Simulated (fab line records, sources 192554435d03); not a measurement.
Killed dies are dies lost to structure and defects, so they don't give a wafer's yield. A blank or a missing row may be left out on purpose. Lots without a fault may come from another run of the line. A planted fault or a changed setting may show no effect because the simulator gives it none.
Problem report in the 8D (eight disciplines) form, filled by code | flow n5_finfet | the parts of the form that need people (team, actions taken, sign-off) are left out

1. THE PROBLEM
etch_rf_on_time_s at N5_BEOL_M4_ETCH_69 reads a mean of 19.1 s on 2 wafers of 2 lots; wafers without a fault read 26.1 s with a standard deviation of 0.69. That is -10 standard deviations from the usual mean.
The step: etches SiARC in CF4, target depth 15.6 nm, time 26 s.
First seen on wafer L663.2, day 13 08:34, on rie_diel-01. The record holds 25 wafers of 9 lots with a number at this step. Rule for "out", or "out of limits": more than 4 standard deviations from the usual mean. The other wafers with a number count as sound.

2. WHAT IT IS AND WHAT IT IS NOT
question                    | is                | is not
which readings at this step | etch_rf_on_time_s | drypump_motor_current_A, rf_vpp_V, showerhead_plenum_p_Torr, throttle_valve_pct
which lots                  | L663, L664        | L644, L651, L652, L653, L665, L666, L667
which wafers of those lots  | L663.2, L664.2    | L663.1, L664.1
read on which tools         | rie_diel-01       | rie_diel-03, rie_diel-04
when                        | from day 13 08:34 | up to then (13 sound wafers); but 10 sound wafers of L664, L665, L666, L667 came after

3. SUSPECTS, AND WHAT RULES EACH OUT
Counting: a tool at a process step up to the reading stays a suspect if it ran every lot that is out. Sound lots after the first of them don't rule it out here, since some wafers of a struck lot are sound.
- rie_diel-01 at N5_BEOL_M4_ETCH_77 (etches underlayer in N2/H2, target depth 6.5 nm, time 5.2 s): kept. It ran every lot that is out, first L663 (day 13 08:33); its last sound lot up to then is L652 (day 11 07:29).
- rie_diel-01 at N5_BEOL_M4_ETCH_69 (etches SiARC in CF4, target depth 15.6 nm, time 26 s): kept. It ran every lot that is out, first L663 (day 13 08:34); its last sound lot up to then is L652 (day 11 07:30). Its own readings are out on those wafers: etch_rf_on_time_s.
- Within rie_diel-01 at N5_BEOL_M4_ETCH_77: the wafers that are out ran in chambers 1, 2; their sound lot-mates ran in chamber 3.
- Within rie_diel-01 at N5_BEOL_M4_ETCH_69: the wafers that are out ran in chambers 1, 2; their sound lot-mates ran in chamber 3.
Left after counting: rie_diel-01 at N5_BEOL_M4_ETCH_77, rie_diel-01 at N5_BEOL_M4_ETCH_69.

4. THE CAUSE (what the simulator had put in)
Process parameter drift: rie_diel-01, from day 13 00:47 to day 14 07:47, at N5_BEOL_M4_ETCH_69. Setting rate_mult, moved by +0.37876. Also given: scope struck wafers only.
Counting left 2 suspects, and this tool is among them.

5. THE CHAIN OF EFFECTS, in route order
Each row: a reading whose mean over the struck wafers that have a number lies more than 3 standard deviations from the usual. Only readings for which the record gives a usual standard deviation are gone through. hours: the time from each lot's start at the first step in this table that gives one to its start at this step, as a median over the lots. sigmas: the change in usual standard deviations.
hours | step               | reading           | usual  | on struck wafers | change | sigmas
0     | N5_BEOL_M4_ETCH_69 | etch_rf_on_time_s | 26.1 s | 19.1             | -7.1   | -10
The process steps in it:
- N5_BEOL_M4_ETCH_69: etches SiARC in CF4, target depth 15.6 nm, time 26 s.
Later measuring or inspecting steps at which every struck wafer that the step has a row for has a number for every such reading, and none has moved that far: N5_BEOL_M4_RC_MEAS_101.

6. WHAT WOULD HAVE CAUGHT IT SOONER
In this record the first reading out of limits was taken at day 13 08:34, 8 hours after the fault began at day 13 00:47.
